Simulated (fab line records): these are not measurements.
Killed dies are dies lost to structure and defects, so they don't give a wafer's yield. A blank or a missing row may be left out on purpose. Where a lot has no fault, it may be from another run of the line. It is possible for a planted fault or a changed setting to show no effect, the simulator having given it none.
Chamber matching + flow nand harc + NHARC_A_WL_FILL_ALD_02 on ald metal-03 has 4 sister chambers
The step deposits TiN, target thk 2 nm, pulse time 3 s, ald cycles 100. 8 wafers are shown with their chamber, then 9 later ones without.

## WAFERS PAIRED WITH THEIR CHAMBERS
| wafer  | chamber | heater power w (W) | heater power outer w (W) |
|--------|---------|--------------------|--------------------------|
| L081.1 | 1       | 1119               | 710                      |
| L083.1 | 1       | 1128               | 723                      |
| L085.1 | 2       | 914                | 571                      |
| L085.4 | 3       | 1151               | 730                      |
| L085.5 | 2       | 891                | 592                      |
| L086.1 | 0       | 1086               | 655                      |
| L086.4 | 3       | 1134               | 754                      |
| L086.6 | 0       | 1085               | 649                      |

## WAFERS MISSING THEIR CHAMBER
| wafer  | heater power w (W) | heater power outer w (W) |
|--------|--------------------|--------------------------|
| L089.1 | 915                | 599                      |
| L089.2 | 1111               | 717                      |
| L089.5 | 1127               | 711                      |
| L092.1 | 1141               | 719                      |
| L092.3 | 1094               | 657                      |
| L092.4 | 1120               | 766                      |
| L096.2 | 1115               | 751                      |
| L096.4 | 1068               | 663                      |
| L096.5 | 1093               | 655                      |

## THE CHAMBER EACH PASSED THROUGH
| wafer  | from the rows above     | in truth |
|--------|-------------------------|----------|
| L089.1 | 2                       | 2        |
| L089.2 | 1                       | 1        |
| L089.5 | 1                       | 1        |
| L092.1 | can't be placed: 1 or 3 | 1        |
| L092.3 | 0                       | 0        |
| L092.4 | can't be placed: 3 or 1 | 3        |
| L096.2 | can't be placed: 3 or 1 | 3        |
| L096.4 | 0                       | 0        |
| L096.5 | 0                       | 0        |
Correct placement for 6 of the 9. Can't be placed from these rows: 3 (the true chamber is among the candidates in 3). 0 placed wrongly.
How it was worked out, from the rows above alone: a wafer's distance from a chamber is the root of the sum, over the readings, of the square of ((its reading less the chamber's mean) divided by the reading's scatter). The wafer belongs to the nearest chamber; if the next one is less than 2 further off, it can't be placed. For every chamber, the mean is computed from those of its wafers that are shown. The scatter is the square root of a quotient: the sum, over the shown wafers, of each reading's squared deviation from its chamber's mean, divided by wafers minus chambers.
